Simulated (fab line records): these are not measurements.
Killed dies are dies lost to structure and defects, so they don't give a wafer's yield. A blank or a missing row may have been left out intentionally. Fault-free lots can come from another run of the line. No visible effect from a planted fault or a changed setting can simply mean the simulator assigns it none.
fab line records	flow n5_finfet
record: lots: 10	wafers: 27	last_day: 18
route steps=1938 shown SDB@368 DUMMY_REMOVAL@377 BEOL_M4@1111 PASSIVATION@1936
lots untouched by any fault: they come from a run of this same line in which no faults occurred
start_h: start of the lot's first displayed wafer, in hours after the record's first day	wait_h: how many hours have passed since the lot's step before this one	" unchanged from the row above	L1.1+2: one row covering several wafers at once	- value missing, or start not given	* or withheld: withheld	< > ~ a bound
route shown NAME@n: NAME is a module with steps in the file, n the number in the route of the first one	usual: the fault-free wafers' mean and standard deviation	same: alike in all rows	chamber/n: place in a boat	sites: each site's reading	_std_site: the standard deviation of these	_edge_site: the outer-site mean with the inner-site mean subtracted	radius_mm: how far each site lies from the wafer's centre	mask NAME#n: copy n	behind: the tool/chamber that last shaped the wafer	hold: reason for holding the lot/hours on hold/outcome of the hold	device: the transistor (n, p or np) that didn't switch	end of line: at the end of the route, the tests of the same wafers	a step with no rows: only its recipe	killed: at the first sort, the dies lost to defects and structure; wafer yield is something else	map: per-die view of a wafer (x killed, . not killed, _ where there is no die)
set.NAME: the setting as run; set.NAME@STEP: as run at that earlier step	model.NAME: the simulator's own value behind a step, which no gauge read
a sample of lots followed through the steps of the route, with each step as a table and each wafer as a row
services: from which hour (start_h, from the record's first day; less than 0 if before it) a tool's chamber was out of use, for how many hours, and why
== steps ==
step: N5_SDB_ETCH_25
recipe: chemistry: C4F6/O2	target: SiO2	target_depth_a: 100	time_s: 3.3	ion_energy_ev: 250	mask_material: SiNx	pressure_mtorr: 30	source_w: 345	bias_w: 185	Ar_flow_sccm: 300	C4F6_flow_sccm: 10	O2_flow_sccm: 10
usual: O2_flow_sccm: 10.00/0.03	drypump_motor_current_A: 5.5/0.4	oes_ar_750_au: 0.79/0.094	oes_product_au: 0.80/0.099	rf_vpp_V: 672/24	showerhead_plenum_p_Torr: 2.90/0.078	throttle_valve_pct: 21.1/0.3
lot.wafer	tool	chamber	start_h	wait_h	O2_flow_sccm	drypump_motor_current_A	oes_ar_750_au	oes_product_au	rf_hours_counter_h	rf_vpp_V	showerhead_plenum_p_Torr	throttle_valve_pct
L206.1	rie_diel-02	2	76.53	0.0	9.93	6.2	0.66	0.68	245	705	2.81	21.0
L206.2	"	0	"	"	10.02	6.2	0.72	0.71	236	668	2.78	21.6
L206.3	"	3	"	"	9.98	6.1	0.73	0.74	159	674	2.87	21.4
L213.2	rie_diel-04	3	120.34	0.0	9.96	5.6	0.73	0.72	226	644	2.97	21.6
L213.3	"	1	"	"	9.94	5.2	1.01	0.97	1	658	3.04	20.9
L213.6	"	0	"	"	10.02	5.9	0.68	0.68	-	680	2.78	21.3
L214.3	rie_diel-04	1	125.57	0.0	9.99	5.2	0.97	0.96	3	656	3.04	20.9
L214.5	"	2	"	"	9.99	5.0	0.85	0.90	-	687	2.90	20.9
L215.1	rie_diel-04	3	134.15	0.0	10.00	5.6	0.73	0.71	231	646	2.96	21.6
L215.2	"	1	"	"	10.02	5.2	0.97	0.95	6	659	3.04	20.9
L215.6	"	2	"	"	10.02	4.9	0.85	0.87	-	686	2.90	20.9
L216.3	rie_diel-02	3	142.68	0.0	10.02	6.1	0.70	0.71	184	673	2.85	21.5
L216.4	"	0	"	"	10.01	6.2	0.96	0.96	5	667	2.78	21.2
L216.5	"	1	"	"	9.97	5.4	0.83	0.83	-	669	2.75	20.6
L217.3	rie_diel-01	0	147.76	0.0	10.01	5.6	0.73	0.74	164	701	2.96	21.0
L217.5	"	3	"	"	9.96	4.8	0.81	0.79	-	637	2.87	20.7
L218.1	rie_diel-01	3	151.83	0.0	10.03	4.8	0.80	0.79	85	638	2.87	20.7
L218.2	"	2	"	"	10.03	5.6	0.92	0.94	16	666	2.92	21.2
L218.5	"	3	"	"	10.02	4.8	0.80	0.79	-	638	2.87	20.7
L219.2	rie_diel-01	0	156.31	0.0	10.02	5.7	0.72	0.73	167	701	2.96	21.1
L219.5	"	0	"	"	10.02	5.7	0.73	0.73	-	701	2.96	21.0
L219.6	"	3	"	"	10.00	4.8	0.80	0.78	-	636	2.87	20.7
L226.1	rie_diel-01	1	199.41	0.1	9.99	5.5	0.88	0.91	16	710	2.91	20.7
L226.3	"	0	"	"	10.05	5.7	0.71	0.72	184	701	2.95	21.1
L227.2	rie_diel-04	1	205.76	0.7	10.02	5.2	0.91	0.88	30	656	3.03	21.0
L227.4	"	3	"	"	9.97	5.6	1.03	1.02	-	644	2.95	21.3
L227.5	"	2	"	"	10.00	4.9	0.81	0.84	-	686	2.89	20.9
step: N5_SDB_ALD_29
recipe: material: SiNx	target_thk_a: 300	temp_c: 400	ald_precursor_family: SiH2I2	ald_co_reactant: N2/H2-plasma	pulse_time_s: 1	ald_cycles: 600	purge_time_s: 2	co_reactant_purge_time_s: 2	pressure_torr: 2
usual: ald_cycles: 600/0	chamber_pressure_Torr: 2.000/0.0045	heater_power_w: 840/130	precursor_pulse_height_rel: 1.001/0.02
lot.wafer	tool	chamber	start_h	wait_h	ald_cycles	chamber_pressure_Torr	heater_power_w	precursor_pulse_height_rel
L206.1	ald_sin-02	2	76.79	0.0	600	1.996	653	1.035
L206.2	"	0	"	"	600	2.003	1098	0.995
L206.3	"	3	"	"	600	2.000	741	1.023
L213.2	ald_sin-02	0	120.61	0.0	600	1.995	1074	1.008
L213.3	"	1	"	"	600	2.002	890	1.007
L213.6	"	1	121.96	1.4	600	1.999	914	1.018
L214.3	ald_sin-03	0	125.84	0.0	600	1.998	761	1.011
L214.5	"	0	127.19	1.4	600	1.997	765	0.946
L215.1	ald_sin-03	0	134.42	0.0	600	2.008	747	1.024
L215.2	"	1	"	"	600	2.003	817	1.021
L215.6	"	3	135.77	1.4	600	2.003	898	1.016
L216.3	ald_sin-03	2	142.94	0.0	600	2.000	723	1.014
L216.4	"	0	"	"	600	1.991	755	0.994
L216.5	"	2	144.30	1.4	414	2.000	730	1.006
L217.3	ald_sin-03	1	148.03	0.0	600	2.006	797	0.998
L217.5	"	0	149.38	1.4	414	1.995	756	1.022
L218.1	ald_sin-02	1	152.15	0.0	600	1.996	922	0.997
L218.2	"	0	"	"	600	2.000	1125	1.010
L218.5	"	0	153.50	1.4	600	1.996	1087	1.002
L219.2	ald_sin-03	0	156.57	0.0	600	1.996	742	0.992
L219.5	"	3	157.93	1.4	414	2.005	912	1.006
L219.6	"	2	"	"	414	2.009	723	1.017
L226.1	ald_sin-02	1	199.68	0.0	600	1.999	921	1.010
L226.3	"	0	"	"	600	2.003	1081	0.995
L227.2	ald_sin-02	3	206.06	0.0	600	2.005	762	1.037
L227.4	"	0	"	"	600	2.001	1113	0.985
L227.5	"	0	207.41	1.4	600	1.997	1119	0.967
step: N5_SDB_CMP_30
recipe: stop_on: poly-Si	t_overpolish_s: 1.54	post_cmp_clean: alkaline_brush	down_force_psi: 4.1491	platen_rpm: 51.796	pad_velocity_m_s: 1.0306	target_thk_nm: 30
usual: motor_current_A: 11.9/1.2	platen_rpm: 51.80/0.037
lot.wafer	tool	chamber	start_h	wait_h	motor_current_A	platen_rpm
L206.2	cmp-02	2	79.55	1.4	9.7	51.77
L206.3	"	0	"	"	12.9	51.73
L206.1	"	1	"	"	13.4	51.78
L213.2	cmp-03	3	123.38	1.4	10.9	51.80
L213.3	"	1	"	"	13.3	51.75
L213.6	"	3	"	"	10.0	51.80
L214.3	cmp-03	3	128.68	1.5	10.5	51.79
L214.5	"	0	"	"	11.8	51.78
L215.1	cmp-02	2	137.20	1.4	9.5	51.81
L215.2	"	3	"	"	12.3	51.81
L215.6	"	2	"	"	9.8	51.79
L216.3	cmp-02	0	145.72	1.4	12.8	51.79
L216.4	"	2	"	"	9.5	51.82
L216.5	"	3	"	"	12.4	51.79
L217.3	cmp-02	2	150.84	1.5	9.8	51.84
L217.5	"	0	"	"	12.4	51.78
L218.1	cmp-02	3	154.92	1.4	12.6	51.80
L218.2	"	1	"	"	13.2	51.84
L218.5	"	3	"	"	12.3	51.82
L219.2	cmp-02	2	159.35	1.4	10.2	51.76
L219.6	"	1	"	"	13.8	51.77
L219.5	"	2	"	"	10.0	51.82
L226.3	cmp-02	1	202.43	1.4	12.7	51.75
L226.1	"	3	"	"	12.1	51.82
L227.2	cmp-04	0	208.79	1.4	12.2	51.83
L227.4	"	2	"	"	11.1	51.88
L227.5	"	1	"	"	11.0	51.70
step: N5_DUMMY_REMOVAL_HM_STRIP_01
recipe: chemistry: CH3F/O2	material: SiNx	target_depth_a: 40	stop_on: poly-Si	time_s: 6.8	over_etch_frac: 0.3	ion_energy_ev: 60	power_w: 410	bias_w: 29	Ar_flow_sccm: 150	CH3F_flow_sccm: 30	O2_flow_sccm: 20
usual: O2_flow_sccm: 20.01/0.056	drypump_motor_current_A: 5.8/0.51	oes_product_au: 0.595/0.03	rf_vpp_V: 127.6/0.98	showerhead_plenum_p_Torr: 2.03/0.067	throttle_valve_pct: 16.40/0.17
same: over_etch_frac: 0.3
lot.wafer	tool	chamber	start_h	wait_h	O2_flow_sccm	drypump_motor_current_A	oes_product_au	rf_hours_counter_h	rf_vpp_V	showerhead_plenum_p_Torr	throttle_valve_pct
L206.1	rie_diel-03	2	79.95	0.1	19.97	5.7	0.664	72	128.5	2.03	16.48
L206.2	"	3	"	"	20.02	5.9	0.573	188	127.8	2.08	16.71
L206.3	"	1	"	"	20.10	6.4	0.564	214	128.3	2.07	16.54
L213.2	rie_diel-06	3	123.82	0.2	19.97	5.2	0.608	187	126.7	1.91	16.40
L213.3	"	2	"	"	20.07	6.8	0.637	117	127.2	1.95	16.39
L213.6	"	1	"	"	19.97	5.7	0.570	-	127.6	2.09	16.27
L214.3	rie_diel-06	2	128.92	0.0	20.02	6.7	0.634	119	126.8	1.95	16.40
L214.5	"	1	"	"	19.94	5.7	0.570	-	127.6	2.09	16.29
L215.1	rie_diel-05	1	137.54	0.1	19.96	5.1	0.584	177	128.5	2.09	16.57
L215.2	"	0	"	"	19.98	5.3	0.610	143	128.6	2.09	16.10
L215.6	"	0	"	"	20.02	5.3	0.615	-	127.5	2.09	16.10
L216.3	rie_diel-05	2	146.03	0.0	19.98	6.4	0.608	192	128.9	2.08	16.26
L216.4	"	3	"	"	20.03	6.0	0.561	214	125.8	2.00	16.56
L216.5	"	1	"	"	20.03	5.1	0.582	-	128.1	2.09	16.55
L217.3	rie_diel-03	0	151.12	0.0	19.96	5.9	0.584	178	127.2	2.08	16.38
L217.5	"	3	"	"	19.96	5.9	0.561	-	128.1	2.07	16.75
L218.1	rie_diel-05	1	155.33	0.1	20.05	5.1	0.577	183	127.9	2.09	16.57
L218.2	"	3	"	"	19.88	6.0	0.559	217	127.7	2.00	16.57
L218.5	"	2	"	"	19.89	6.3	0.600	-	127.8	2.08	16.27
L219.2	rie_diel-05	0	159.67	0.0	20.09	5.3	0.606	150	127.8	2.09	16.13
L219.5	"	1	"	"	20.00	5.1	0.581	-	126.7	2.09	16.56
L219.6	"	0	"	"	19.98	5.3	0.612	-	127.3	2.09	16.13
L226.1	rie_diel-06	2	202.79	0.0	20.00	6.7	0.627	140	127.6	1.94	16.43
L226.3	"	1	"	"	20.08	5.7	0.560	210	127.3	2.09	16.33
L227.2	rie_diel-06	2	209.15	0.0	19.96	6.7	0.620	142	125.7	1.94	16.44
L227.4	"	0	"	"	19.99	5.7	0.568	205	127.6	2.04	16.17
L227.5	"	1	"	"	19.97	5.7	0.558	-	127.1	2.09	16.30
step: N5_BEOL_M4_RC_MEAS_101
usual: DIBL_N: 36.2/2.2	DIBL_P: 36.5/3	IOFF_N: 0.16/0.039	IOFF_P: 0.22/0.047	ION_N: 675/15	ION_P: 463/10	SS_N: 71.6/0.71	SS_P: 73.4/0.94	VT_N: 250/3.6	VT_P: -250/3.9
lot.wafer	tool	chamber	start_h	wait_h	DIBL_N[mV/V]	DIBL_P[mV/V]	IOFF_N[nA/um]	IOFF_P[nA/um]	ION_N[uA/um]	ION_P[uA/um]	SS_N[mV/dec]	SS_P[mV/dec]	VT_N[mV]	VT_P[mV]
L206.1	prober-02	0	169.20	0.0	35.0	34.9	0.13	0.22	644	451	71.5	73.5	255	-250
L206.2	"	0	"	"	34.3	32.9	0.11	0.16	654	455	70.7	72.8	255	-253
L206.3	"	0	"	"	33.8	33.2	0.13	0.18	670	464	70.5	73.0	250	-250
L213.2	prober-02	0	223.02	0.2	40.5	43.2	0.26	0.26	697	459	72.7	74.4	244	-251
L213.3	"	0	"	"	36.6	39.1	0.15	0.20	676	455	71.8	74.3	252	-254
L213.6	"	0	"	"	38.3	40.2	0.21	0.20	686	452	71.9	73.9	246	-253
L214.3	prober-02	0	227.28	0.3	37.8	41.4	0.19	0.29	672	471	72.0	73.6	249	-245
L214.5	"	0	"	"	32.0	33.5	0.10	0.17	647	454	69.9	72.1	255	-251
L215.1	prober-02	0	230.48	0.0	35.6	36.8	0.15	0.21	663	463	71.8	73.6	252	-248
L215.2	"	0	"	"	35.6	36.7	0.15	0.20	690	473	71.2	73.7	251	-251
L215.6	"	0	"	"	33.2	34.3	0.12	0.18	657	454	70.3	73.6	255	-251
L216.3	prober-02	0	248.58	0.3	37.4	38.3	0.19	0.28	672	466	72.0	74.1	249	-246
L216.4	"	0	"	"	36.6	35.0	0.16	0.21	664	459	71.3	73.4	251	-250
L216.5	"	0	"	"	35.1	35.2	0.15	0.21	671	469	71.8	73.5	251	-249
L217.3	prober-02	0	256.66	0.3	35.9	35.5	0.14	0.19	686	468	71.3	72.7	249	-251
L217.5	"	0	"	"	36.9	35.8	0.15	0.19	685	461	71.1	73.0	253	-253
L218.1	prober-01	0	256.84	0.0	38.2	38.9	0.18	0.21	669	458	71.9	74.2	249	-252
L218.2	"	0	"	"	35.4	36.4	0.13	0.17	667	461	71.2	73.1	253	-256
L218.5	"	0	"	"	34.8	36.2	0.15	0.19	698	475	70.6	73.2	248	-252
L219.2	prober-01	0	274.26	0.2	34.4	33.3	0.11	0.17	665	459	70.5	73.3	254	-253
L219.5	"	0	"	"	39.0	38.4	0.19	0.25	692	470	71.7	74.8	248	-249
L219.6	"	0	"	"	35.0	32.6	0.12	0.15	679	459	71.1	72.2	251	-252
L226.1	prober-02	0	317.23	0.0	42.3	42.9	0.26	0.34	684	467	72.5	76.7	247	-246
L226.3	"	0	"	"	34.6	33.3	0.12	0.16	661	457	70.7	73.3	254	-255
L227.2	prober-01	0	321.09	0.2	34.2	36.4	0.15	0.21	678	460	71.5	74.1	248	-249
L227.4	"	0	"	"	36.0	37.1	0.18	0.22	682	462	71.9	73.2	246	-250
L227.5	"	0	"	"	32.6	33.2	0.12	0.17	665	457	71.3	72.6	251	-254
step: N5_PASSIVATION_PROBE_49
usual: defect_limited_yield: 91.5/1.5	killed_at_M0_to_M3: 32/10	killed_at_M4_up: 13/4.9	killed_at_contacts: 13/6.1	killed_at_front_end: 38/11	killed_at_other: 3/3.2	killed_dies: 101/18	killed_on_rim: 13/4.4	killed_open: 66/13	killed_short: 32/8.3	sort_bin_4_leakage: 0.00/0.018	sort_bin_5_function: 5.0/1	sort_bin_6_memory: 3.2/0.74	sort_bin_8_speed: 0.1/1.1	sort_n_pass: 1078/22	sort_yield_pct: 91.3/1.9
same: gross_dies: 1180	killed_at_back_side: 0
lot.wafer	tool	chamber	start_h	wait_h	defect_limited_yield[%]	killed_at_M0_to_M3	killed_at_M4_up	killed_at_contacts	killed_at_front_end	killed_at_other	killed_dies	killed_on_rim	killed_open	killed_short	sort_bin_4_leakage[%]	sort_bin_5_function[%]	sort_bin_6_memory[%]	sort_bin_8_speed[%]	sort_n_pass	sort_yield_pct[%]
L206.1	prober-01	-	281.43	0.0	91.6	27	17	13	42	0	99	8	66	28	0	4.7	3.6	0.1	1080	91.5
L206.2	prober-01	-	281.48	0.1	91.6	28	11	19	38	3	99	21	59	32	0	4.2	4.0	0	1081	91.6
L206.3	prober-01	-	281.53	0.1	92.5	35	11	11	31	1	89	11	58	28	0	4.6	2.6	0	1091	92.5
L213.2	prober-01	-	333.62	0.3	93.3	29	10	7	33	0	79	7	43	31	0.17	3.8	2.4	0	1099	93.1
L213.3	prober-01	-	333.67	0.3	92.7	16	24	13	31	2	86	9	59	25	0	4.2	3.1	0	1094	92.7
L213.6	prober-01	-	333.82	0.5	92.9	21	12	15	27	9	84	9	63	18	0	4.3	2.8	0	1096	92.9
L215.1	prober-01	-	335.35	0.0	92.7	23	12	12	35	4	86	9	54	30	0	4.5	2.6	0	1094	92.7
L215.2	prober-01	-	335.40	0.1	92.0	20	16	22	24	12	94	11	70	22	0	4.8	2.8	0	1086	92.0
L215.6	prober-01	-	335.60	0.3	91.5	39	4	16	36	5	100	11	62	37	0	4.3	3.7	0	1080	91.5
L214.3	prober-02	-	335.45	0.1	90.3	32	7	8	64	4	115	14	73	40	0	6.4	2.6	0	1065	90.3
L214.5	prober-02	-	335.55	0.2	91.1	32	9	6	54	4	105	20	68	36	0	5.4	3.1	0	1075	91.1
L216.3	prober-02	-	352.82	0.1	89.5	30	13	26	49	6	124	15	72	32	0	5.3	3.4	0	1056	89.5
L216.4	prober-02	-	352.87	0.2	90.8	26	21	20	38	3	108	11	73	34	0	5.1	3.7	0	1072	90.8
L216.5	prober-02	-	352.92	0.2	88.2	40	9	14	70	6	139	17	90	32	0	6.6	3.9	0	1041	88.2
L218.1	prober-01	-	356.65	0.0	90.8	28	14	23	39	5	109	17	72	26	0	5.4	2.9	0	1071	90.8
L218.2	prober-01	-	356.70	0.1	92.2	24	11	28	29	0	92	14	66	23	0	4.3	3.2	0	1088	92.2
L218.5	prober-01	-	356.85	0.2	90.6	32	21	17	35	6	111	16	66	41	0	4.7	4.4	0	1069	90.6
L217.3	prober-02	-	361.25	0.1	91.3	31	13	24	30	5	103	12	76	26	0	5.3	2.7	0	1077	91.3
L217.5	prober-02	-	361.35	0.2	91.4	45	15	14	24	3	101	17	69	29	0	5.1	3.4	0	1079	91.4
L219.2	prober-01	-	386.45	0.1	90.1	28	10	17	60	2	117	11	69	37	0	5.6	3.3	0	1063	90.1
L219.5	prober-01	-	386.60	0.2	92.4	25	18	5	39	3	90	14	49	38	0	4.0	3.2	0	1090	92.4
L219.6	prober-01	-	386.65	0.3	92.6	29	12	7	37	2	87	14	47	22	0	3.4	2.2	0	1093	92.6
L226.1	prober-02	-	419.95	0.0	89.2	52	16	20	37	2	127	23	79	47	0	5.8	4.3	0	1053	89.2
L226.3	prober-02	-	420.05	0.1	88.9	40	14	29	44	4	131	20	90	37	0	6.7	3.8	0	1049	88.9
L227.2	prober-02	-	430.68	0.1	93.5	26	8	11	23	9	77	6	47	29	0	3.2	2.9	0	1103	93.5
L227.4	prober-02	-	430.78	0.2	90.3	43	17	9	44	2	115	15	73	38	0	5.5	3.7	0	1065	90.3
L227.5	prober-02	-	430.83	0.2	92.1	34	9	7	37	6	93	15	56	35	0	4.2	3.5	0	1087	92.1
killed by level:class
L206.1 FIN_SAQP:geometric_particle:open=10 MOL_CONTACT_COAG:geometric_particle:open=9 STI_FIN_REVEAL:geometric_particle:open=7 BEOL_M0_SAQP:geometric_particle:short=7 BEOL_M1:geometric_particle:open=7 BEOL_M2:geometric_particle:open=6 BEOL_M4:geometric_particle:open=6 STARTING-WAFER:geometric_particle:open=6
L206.2 MOL_CONTACT_COAG:geometric_particle:open=14 FIN_SAQP:geometric_particle:open=11 STI_FIN_REVEAL:geometric_particle:short=6 STI_FIN_REVEAL:geometric_particle:open=6 FIN_SAQP:geometric_particle:short=5 BEOL_M1:geometric_particle:open=5 BEOL_M1:geometric_particle:short=5 MOL_CONTACT_COAG:geometric_particle:short=4
L206.3 STI_FIN_REVEAL:geometric_particle:open=11 BEOL_M1:geometric_particle:open=8 MOL_CONTACT_COAG:geometric_particle:open=8 BEOL_M0_SAQP:geometric_particle:short=7 BEOL_M0_SAQP:geometric_particle:open=6 GATE_CUT:geometric_particle:open=5 GATE_CUT:geometric_particle:short=4 BEOL_M2:geometric_particle:open=4
L213.2 FIN_SAQP:geometric_particle:short=8 STI_FIN_REVEAL:geometric_particle:open=6 MOL_CONTACT_COAG:geometric_particle:open=6 BEOL_M3:geometric_particle:open=6 DUMMY_GATE:geometric_particle:open=5 BEOL_M2:geometric_particle:open=5 BEOL_M0_SAQP:geometric_particle:short=4 BEOL_M0_SAQP:geometric_particle:open=3
L213.3 MOL_CONTACT_COAG:geometric_particle:open=10 BEOL_M5:geometric_particle:open=7 BEOL_M4:geometric_particle:open=7 FIN_SAQP:geometric_particle:short=6 DUMMY_GATE:geometric_particle:open=5 BEOL_M3:geometric_particle:open=5 STARTING-WAFER:geometric_particle:open=5 BEOL_M1:geometric_particle:open=4
L213.6 MOL_CONTACT_COAG:geometric_particle:open=11 FIN_SAQP:geometric_particle:short=8 FIN_SAQP:geometric_particle:open=7 BEOL_M3:geometric_particle:open=7 MIM_TOP_ETCH:geometric_particle:open=6 DUMMY_GATE:geometric_particle:open=5 BEOL_M1:geometric_particle:open=4 BEOL_M4:geometric_particle:open=4
L215.1 MOL_CONTACT_COAG:geometric_particle:open=11 FIN_SAQP:geometric_particle:short=7 STI_FIN_REVEAL:geometric_particle:open=7 GATE_CUT:geometric_particle:short=7 BEOL_M3:geometric_particle:open=7 DUMMY_GATE:geometric_particle:open=4 GATE_CUT:geometric_particle:open=4 BEOL_M0_SAQP:geometric_particle:open=4
L215.2 MOL_CONTACT_COAG:geometric_particle:open=19 DUMMY_GATE:geometric_particle:open=8 BEOL_M4:geometric_particle:open=8 BEOL_M1:geometric_particle:open=6 PAD_METAL:geometric_particle:short=5 BEOL_M0_SAQP:geometric_particle:short=4 STARTING-WAFER:geometric_particle:open=4 BEOL_M0_SAQP:geometric_particle:open=3
L214.3 FIN_SAQP:geometric_particle:short=14 FIN_SAQP:geometric_particle:open=13 GATE_CUT:geometric_particle:open=8 GATE_CUT:geometric_particle:short=7 BEOL_M0_SAQP:geometric_particle:open=6 BEOL_M1:geometric_particle:open=6 BEOL_M2:geometric_particle:open=6 STI_FIN_REVEAL:geometric_particle:open=5
L214.5 FIN_SAQP:geometric_particle:open=17 FIN_SAQP:geometric_particle:short=12 BEOL_M0_SAQP:geometric_particle:open=11 GATE_CUT:geometric_particle:short=7 BEOL_M0_SAQP:geometric_particle:short=6 BEOL_M1:geometric_particle:open=6 GATE_CUT:geometric_particle:open=4 MOL_CONTACT_COAG:geometric_particle:open=4
L215.6 STI_FIN_REVEAL:geometric_particle:open=12 BEOL_M0_SAQP:geometric_particle:short=12 MOL_CONTACT_COAG:geometric_particle:open=9 FIN_SAQP:geometric_particle:short=7 MOL_CONTACT_COAG:geometric_particle:short=7 BEOL_M0_SAQP:geometric_particle:open=7 BEOL_M3:geometric_particle:open=5 DUMMY_GATE:geometric_particle:open=4
L216.3 HKMG_FIN:area_etch=18 MOL_CONTACT_COAG:geometric_particle:open=17 BEOL_M1:geometric_particle:open=10 MOL_CONTACT_COAG:geometric_particle:short=7 FIN_SAQP:geometric_particle:open=6 BEOL_M4:geometric_particle:open=6 BEOL_M2:geometric_particle:open=5 STI_FIN_REVEAL:geometric_particle:open=4
L216.4 MOL_CONTACT_COAG:geometric_particle:open=17 GATE_CUT:geometric_particle:short=8 BEOL_M3:geometric_particle:open=8 FIN_SAQP:geometric_particle:open=6 BEOL_M4:geometric_particle:open=6 BEOL_M0_SAQP:geometric_particle:open=5 BEOL_M5:geometric_particle:open=4 STI_FIN_REVEAL:geometric_particle:open=4
L216.5 STI_FIN_REVEAL:geometric_particle:open=17 MOL_CONTACT_COAG:geometric_particle:open=13 HKMG_FIN:area_etch=12 BEOL_M2:geometric_particle:open=10 BEOL_M3:geometric_particle:open=9 DUMMY_GATE:geometric_particle:open=7 ILD0:geometric_particle:short=6 BEOL_M1:geometric_particle:open=6
L218.1 MOL_CONTACT_COAG:geometric_particle:open=19 BEOL_M3:geometric_particle:open=14 FIN_SAQP:geometric_particle:short=11 HKMG_FIN:area_etch=8 STI_FIN_REVEAL:geometric_particle:open=7 FIN_SAQP:geometric_particle:open=5 BEOL_M0_SAQP:geometric_particle:open=4 MOL_CONTACT_COAG:geometric_particle:short=3
L218.2 MOL_CONTACT_COAG:geometric_particle:open=23 BEOL_M3:geometric_particle:open=7 FIN_SAQP:geometric_particle:short=6 FIN_SAQP:geometric_particle:open=6 STI_FIN_REVEAL:geometric_particle:short=5 BEOL_M0_SAQP:geometric_particle:open=5 MOL_CONTACT_COAG:geometric_particle:short=4 BEOL_M1:geometric_particle:open=4
L218.5 MOL_CONTACT_COAG:geometric_particle:open=14 BEOL_M3:geometric_particle:open=11 BEOL_M4:geometric_particle:open=8 STARTING-WAFER:geometric_particle:short=7 FIN_SAQP:geometric_particle:open=6 BEOL_M0_SAQP:geometric_particle:short=6 STI_FIN_REVEAL:geometric_particle:open=5 BEOL_M0_SAQP:geometric_particle:open=4
L217.3 MOL_CONTACT_COAG:geometric_particle:open=18 STI_FIN_REVEAL:geometric_particle:open=14 BEOL_M0_SAQP:geometric_particle:open=8 BEOL_M4:geometric_particle:open=8 BEOL_M0_SAQP:geometric_particle:short=7 MOL_CONTACT_COAG:geometric_particle:short=6 FIN_SAQP:geometric_particle:open=5 BEOL_M0:geometric_particle:open=4
L217.5 MOL_CONTACT_COAG:geometric_particle:open=13 BEOL_M0_SAQP:geometric_particle:open=13 STI_FIN_REVEAL:geometric_particle:open=9 BEOL_M0_SAQP:geometric_particle:short=7 BEOL_M0:geometric_particle:open=6 BEOL_M2:geometric_particle:open=5 FIN_SAQP:geometric_particle:short=4 BEOL_M2:geometric_particle:short=4
L219.2 FIN_SAQP:geometric_particle:open=15 MOL_CONTACT_COAG:geometric_particle:open=11 FIN_SAQP:geometric_particle:short=10 HKMG_FIN:area_etch=10 BEOL_M3:geometric_particle:open=8 BEOL_M1:geometric_particle:open=7 MOL_CONTACT_COAG:geometric_particle:short=6 BEOL_M4:geometric_particle:open=6
L219.5 FIN_SAQP:geometric_particle:short=10 BEOL_M1:geometric_particle:open=8 DUMMY_GATE:geometric_particle:open=5 BEOL_M4:geometric_particle:open=5 BEOL_M5:geometric_particle:open=5 FIN_SAQP:geometric_particle:open=4 STI_FIN_REVEAL:geometric_particle:short=4 BEOL_M0_SAQP:geometric_particle:open=4
L219.6 HKMG_FIN:area_etch=17 MOL_CONTACT_COAG:geometric_particle:open=6 BEOL_M1:geometric_particle:open=6 BEOL_M0_SAQP:geometric_particle:open=5 BEOL_M0:geometric_particle:short=5 BEOL_M0_SAQP:geometric_particle:short=4 BEOL_M2:geometric_particle:open=4 STARTING-WAFER:geometric_particle:open=4
L226.1 BEOL_M0_SAQP:geometric_particle:short=21 MOL_CONTACT_COAG:geometric_particle:open=17 BEOL_M3:geometric_particle:open=11 FIN_SAQP:geometric_particle:open=10 BEOL_M0_SAQP:geometric_particle:open=7 STI_FIN_REVEAL:geometric_particle:open=6 GATE_CUT:geometric_particle:short=5 FIN_SAQP:geometric_particle:short=4
L226.3 MOL_CONTACT_COAG:geometric_particle:open=21 FIN_SAQP:geometric_particle:open=14 BEOL_M0_SAQP:geometric_particle:open=8 MOL_CONTACT_COAG:geometric_particle:short=8 BEOL_M1:geometric_particle:open=8 STI_FIN_REVEAL:geometric_particle:open=7 BEOL_M3:geometric_particle:open=7 FIN_SAQP:geometric_particle:short=5
L227.2 STI_FIN_REVEAL:geometric_particle:open=6 MOL_CONTACT_COAG:geometric_particle:open=6 BEOL_M0_SAQP:geometric_particle:open=6 BEOL_M2:geometric_particle:open=6 BEOL_M2:geometric_particle:short=6 MOL_CONTACT_COAG:geometric_particle:short=5 MIM_TOP:geometric_particle:short=5 FIN_SAQP:geometric_particle:short=3
L227.4 FIN_SAQP:geometric_particle:short=13 BEOL_M2:geometric_particle:open=12 FIN_SAQP:geometric_particle:open=11 BEOL_M3:geometric_particle:open=9 BEOL_M0_SAQP:geometric_particle:short=9 MOL_CONTACT_COAG:geometric_particle:open=8 BEOL_M0_SAQP:geometric_particle:open=8 BEOL_M5:geometric_particle:open=5
L227.5 STI_FIN_REVEAL:geometric_particle:open=8 BEOL_M3:geometric_particle:open=8 BEOL_M0_SAQP:geometric_particle:short=6 FIN_SAQP:geometric_particle:short=5 FIN_SAQP:geometric_particle:open=5 DUMMY_GATE:geometric_particle:open=4 MOL_CONTACT_COAG:geometric_particle:open=4 BEOL_M0_SAQP:geometric_particle:open=4
== services ==
tool	chamber	start_h	hours	kind
rie_diel-04	2	84.75	13.7	repair
cmp-04	-	85.76	1.3	repair
cmp-02	-	105.34	8.4	pm
rie_diel-03	0	109.28	3.0	repair
rie_diel-01	0	114.92	6.0	repair
cmp-04	-	117.45	1.1	repair
rie_diel-06	0	119.35	10.0	repair
cmp-02	-	120.21	4.8	pm
cmp-04	-	121.91	4.0	pm
rie_diel-05	0	124.31	6.9	repair
cmp-02	-	125.63	1.4	repair
rie_diel-03	1	127.54	46.7	repair
rie_diel-05	3	136.41	7.8	repair
cmp-04	-	138.52	3.1	repair
cmp-02	-	152.67	0.9	repair
cmp-04	-	163.46	1.9	repair
rie_diel-04	1	173.76	7.8	repair
ald_sin-03	-	176.75	14.0	pm
ald_sin-03	0	176.75	14.0	vent_cycle
ald_sin-03	1	176.75	14.0	vent_cycle
ald_sin-02	-	181.32	0.4	repair
rie_diel-06	-	182.23	2.8	pm
ald_sin-03	-	192.51	1.3	repair
cmp-03	-	198.74	14.5	pm
== key ==
first_sign: step: N5_SDB_ALD_29	reading: ald_cycles	direction: down	sigmas: 99+	usual: *	struck: *
effect none on later readings
met_at N5_SDB_ALD_29
struck_lots L216,L217,L219
struck_wafers L216.5,L217.5,L219.5,L219.6
baseline_loss: step: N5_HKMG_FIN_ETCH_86	wafers: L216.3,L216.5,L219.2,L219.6
not_acting_at N5_SDB_ETCH_25,N5_SDB_CMP_30,N5_DUMMY_REMOVAL_HM_STRIP_01
onset_between 134.42 142.94
fault: kind: process_parameter_drift	tool: ald_sin-03	chamber: -	onset_h: 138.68	steps: N5_SDB_ALD_29	channel: ald_cycles	offset: *	shape: step	end_h: 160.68	scope: struck_wafers_only	acts_in: *	stated: *
baseline_loss: these wafers lose ten dies or more at that step, a loss of the line's own and not of a fault; the sort's usual values leave them out
